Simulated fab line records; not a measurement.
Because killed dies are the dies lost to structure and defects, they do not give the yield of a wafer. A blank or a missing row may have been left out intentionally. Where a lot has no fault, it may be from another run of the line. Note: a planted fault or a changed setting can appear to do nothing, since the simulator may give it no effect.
Which of the tools did it? | flow n5_finfet | Sampling: 10 lots, 28 wafers, 5 of 1938 route steps

## WHAT EACH GAUGE READ, for each wafer
N5_BEOL_M6_INSPECT_30: inspects for defects (brightfield). Usual: raw_defect_count reads 423 (standard deviation 110).
lot  | measured     | on                | raw_defect_count | flag
L541 | day 8 18:04  | defect_inspect-02 | 381 296 371      |
L542 | day 8 18:07  | defect_inspect-01 | 559 367 401      |
L544 | day 8 22:05  | defect_inspect-01 | 388 469          |
L543 | day 8 22:08  | defect_inspect-02 | 414 383 439      |
L547 | day 9 16:41  | defect_inspect-02 | 325 366          |
L555 | day 12 06:14 | defect_inspect-02 | 604 843 522      |
L560 | day 13 02:39 | defect_inspect-02 | 505 324 289      |
L562 | day 14 08:04 | defect_inspect-02 | 486 534 379      |
L563 | day 14 22:02 | defect_inspect-01 | 326 416 294      |
L564 | day 14 22:14 | defect_inspect-02 | 358 308 408      |

N5_BEOL_M7_THK_MEAS_01. Usual: M7_ILD_THK gives 154.6 nm (standard deviation 1.9).
lot  | measured     | on            | M7_ILD_THK (nm)   | flag
L541 | day 8 23:14  | film_metro-01 | 152.4 150.7 152.6 |
L542 | day 8 22:29  | film_metro-01 | 152.0 154.6 154.0 |
L544 | day 9 01:26  | film_metro-02 | 151.9 169.6       | OFF
L543 | day 9 01:52  | film_metro-01 | 166.2 152.2 171.6 | OFF
L547 | day 9 20:46  | film_metro-02 | 166.4 154.7       | OFF
L555 | day 12 10:41 | film_metro-01 | 152.6 155.0 156.4 |
L560 | day 13 06:48 | film_metro-01 | 153.1 153.9 156.8 |
L562 | day 14 12:29 | film_metro-01 | 152.8 154.8 153.6 |
L563 | day 15 03:24 | film_metro-02 | 153.0 156.2 156.2 |
L564 | day 15 03:56 | film_metro-02 | 154.3 155.8 157.6 |

## WHAT TOOL EACH LOT RAN ON (gives the tool, then ch and the chambers of the sampled wafers, and finally the start)
lot  | N5_BEOL_M6_ETCH_72                 | N5_BEOL_M6_ETCH_41                            | N5_BEOL_M7_ILD_DEP_00
L541 | rie_diel-02 ch 1,2, day 8 18:13    | rie_diel-02 ch 1,2, day 8 22:11 or earlier    | pecvd-02 ch 0,1, day 8 22:11
L542 | rie_diel-03 ch 1,2,3, day 8 18:17  | rie_diel-03 ch 1,2,3, day 8 21:55 or earlier  | pecvd-02 ch 0,1,2, day 8 21:55
L544 | rie_diel-03 ch 2,3, day 8 22:09    | rie_diel-03 ch 2,3, day 9 00:51 or earlier    | pecvd-02 ch 1, day 9 00:51
L543 | rie_diel-01 ch 1,2,3, day 8 22:11  | rie_diel-01 ch 1,2,3, day 9 01:17 or earlier  | pecvd-02 ch 1,2, day 9 01:17
L547 | rie_diel-03 ch 1,2, day 9 16:47    | rie_diel-03 ch 1,2, day 9 20:11 or earlier    | pecvd-02 ch 0,1, day 9 20:11
L555 | rie_diel-03 ch 0,1,3, day 12 06:19 | rie_diel-03 ch 0,1,3, day 12 10:07 or earlier | pecvd-01 ch 0,2, day 12 10:07
L560 | rie_diel-03 ch 0,1,2, day 13 02:43 | rie_diel-03 ch 0,1,2, day 13 06:13 or earlier | pecvd-04 ch 1,2, day 13 06:13
L562 | rie_diel-01 ch 2,3, day 14 08:08   | rie_diel-01 ch 2,3, day 14 11:40 or earlier   | pecvd-04 ch 0,1,2, day 14 11:40
L563 | rie_diel-01 ch 0,1,2, day 14 22:32 | rie_diel-01 ch 0,1,2, day 15 02:50 or earlier | pecvd-04 ch 0,2, day 15 02:50
L564 | rie_diel-03 ch 1,3, day 14 22:40   | rie_diel-03 ch 1,3, day 15 03:22 or earlier   | pecvd-02 ch 0,1, day 15 03:22
- N5_BEOL_M6_ETCH_72: etches underlayer in N2/H2, target depth 6.5 nm, time 5.2 s.
- N5_BEOL_M6_ETCH_41: etches SiCN in CH3F/O2, target depth 29.7 nm, time 52 s.
- N5_BEOL_M7_ILD_DEP_00: deposits SiCOH lowk from DEMS/porogen, target thk 179.75 nm, time 33.4 s.

## AS READ BY THE TOOLS THEMSELVES (means over the sampled wafers that have a number; for cases with no such wafer, the mark the record gives instead)
N5_BEOL_M6_ETCH_72. Usual: drypump_motor_current_A 5.9 A, standard deviation 0.42; etch_rf_on_time_s 5.17 s, standard deviation 0.061; oes_product_au 0.69 a.u., standard deviation 0.08; rf_vpp_V 523.6 V, standard deviation 2.5; showerhead_plenum_p_Torr 2.53 Torr, standard deviation 0.083; throttle_valve_pct 17.72 %, standard deviation 0.22.
lot  | tool        | drypump_motor_current_A (A) | etch_rf_on_time_s (s) | oes_product_au (a.u.) | rf_vpp_V (V) | showerhead_plenum_p_Torr (Torr) | throttle_valve_pct (%) | flag
L541 | rie_diel-02 | 5.1                         | 5.21                  | 0.66                  | 521.1        | 2.47                            | 17.91                  |
L542 | rie_diel-03 | 6.2                         | 5.17                  | 0.60                  | 522.7        | 2.52                            | 17.95                  |
L544 | rie_diel-03 | 6.3                         | 5.18                  | 0.60                  | 522.7        | 2.46                            | 18.01                  |
L543 | rie_diel-01 | 5.9                         | 5.07                  | 0.71                  | 524.5        | 2.57                            | 17.62                  |
L547 | rie_diel-03 | 6.1                         | 5.19                  | 0.60                  | 523.2        | 2.52                            | 17.81                  |
L555 | rie_diel-03 | 6.1                         | 5.13                  | 0.71                  | 524.0        | 2.54                            | 17.70                  |
L560 | rie_diel-03 | 6.2                         | 5.23                  | 0.64                  | 522.3        | 2.50                            | 17.71                  |
L562 | rie_diel-01 | 5.8                         | 5.14                  | 0.63                  | 523.8        | 2.56                            | 17.70                  |
L563 | rie_diel-01 | 5.9                         | 5.08                  | 0.68                  | 521.4        | 2.52                            | 17.63                  |
L564 | rie_diel-03 | 6.0                         | 5.15                  | 0.79                  | 524.7        | 2.57                            | 17.64                  |

N5_BEOL_M6_ETCH_41. Usual: drypump_motor_current_A 5.9 A, standard deviation 0.42; oes_product_au 0.81 a.u., standard deviation 0.094; rf_vpp_V 297.1 V, standard deviation 1.6; showerhead_plenum_p_Torr 1.99 Torr, standard deviation 0.066; throttle_valve_pct 16.17 %, standard deviation 0.24.
lot  | tool        | drypump_motor_current_A (A) | oes_product_au (a.u.) | rf_vpp_V (V) | showerhead_plenum_p_Torr (Torr) | throttle_valve_pct (%) | flag
L541 | rie_diel-02 | 5.1                         | 0.77                  | 296.8        | 1.94                            | 16.33                  |
L542 | rie_diel-03 | 6.2                         | 0.71                  | 297.0        | 1.98                            | 16.41                  |
L544 | rie_diel-03 | 6.3                         | 0.70                  | 296.0        | 1.94                            | 16.48                  |
L543 | rie_diel-01 | 5.9                         | 0.82                  | 297.5        | 2.02                            | 16.04                  |
L547 | rie_diel-03 | 6.1                         | 0.71                  | 295.7        | 1.98                            | 16.30                  |
L555 | rie_diel-03 | 6.1                         | 0.85                  | 296.9        | 1.99                            | 16.14                  |
L560 | rie_diel-03 | 6.2                         | 0.76                  | 296.8        | 1.96                            | 16.19                  |
L562 | rie_diel-01 | 5.8                         | 0.74                  | 297.3        | 2.02                            | 16.15                  |
L563 | rie_diel-01 | 5.9                         | 0.79                  | 297.4        | 1.98                            | 16.07                  |
L564 | rie_diel-03 | 6.0                         | 0.93                  | 297.5        | 2.02                            | 16.05                  |

N5_BEOL_M7_ILD_DEP_00. Usual: heater_power_w 310 W, standard deviation 41; showerhead_plenum_p_Torr 5.739 Torr, standard deviation 0.015; throttle_valve_pct 14.0 %, standard deviation 0.39.
lot  | tool     | heater_power_w (W) | showerhead_plenum_p_Torr (Torr) | throttle_valve_pct (%) | flag
L541 | pecvd-02 | 310                | 5.765                           | 13.9                   |
L542 | pecvd-02 | 299                | 5.741                           | 13.7                   |
L544 | pecvd-02 | 256                | 5.755                           | 13.4                   |
L543 | pecvd-02 | 279                | 5.745                           | 13.4                   |
L547 | pecvd-02 | 312                | 5.756                           | 13.7                   |
L555 | pecvd-01 | 293                | 5.725                           | 13.6                   |
L560 | pecvd-04 | 342                | 5.728                           | 14.0                   |
L562 | pecvd-04 | 316                | 5.736                           | 14.2                   |
L563 | pecvd-04 | 286                | 5.727                           | 14.4                   |
L564 | pecvd-02 | 307                | 5.758                           | 14.0                   |

## THE ANSWER, worked out from the rows above alone
Rule: lot off if the mean of its wafers having a number is beyond 3 standard deviations from the usual mean. Also off: a lot with no number at a reading for which 4 or more lots have one. The other lots that the step has rows for count as sound. The gauges are gone through in route order, then the tools' own readings, and for those a lot's mean is taken as printed above. The first step at which some lot is off is used, and at that step the reading that is off furthest; a lot without a number counts as furthest.
Off: L544, L543, L547, seen at N5_BEOL_M7_THK_MEAS_01 (M7_ILD_THK).
If a tool, at a process step before that reading, ran all the lots that are off and no sound lot after the first of them, it fits. The gauges at N5_BEOL_M7_THK_MEAS_01 are tried like those tools. Because N5_BEOL_M6_ETCH_41 lacks a start for some lots, the hours and order of its lots are taken from N5_BEOL_M7_ILD_DEP_00. Of those tried, none fits.

## WHAT THE SIMULATOR HAD INSERTED
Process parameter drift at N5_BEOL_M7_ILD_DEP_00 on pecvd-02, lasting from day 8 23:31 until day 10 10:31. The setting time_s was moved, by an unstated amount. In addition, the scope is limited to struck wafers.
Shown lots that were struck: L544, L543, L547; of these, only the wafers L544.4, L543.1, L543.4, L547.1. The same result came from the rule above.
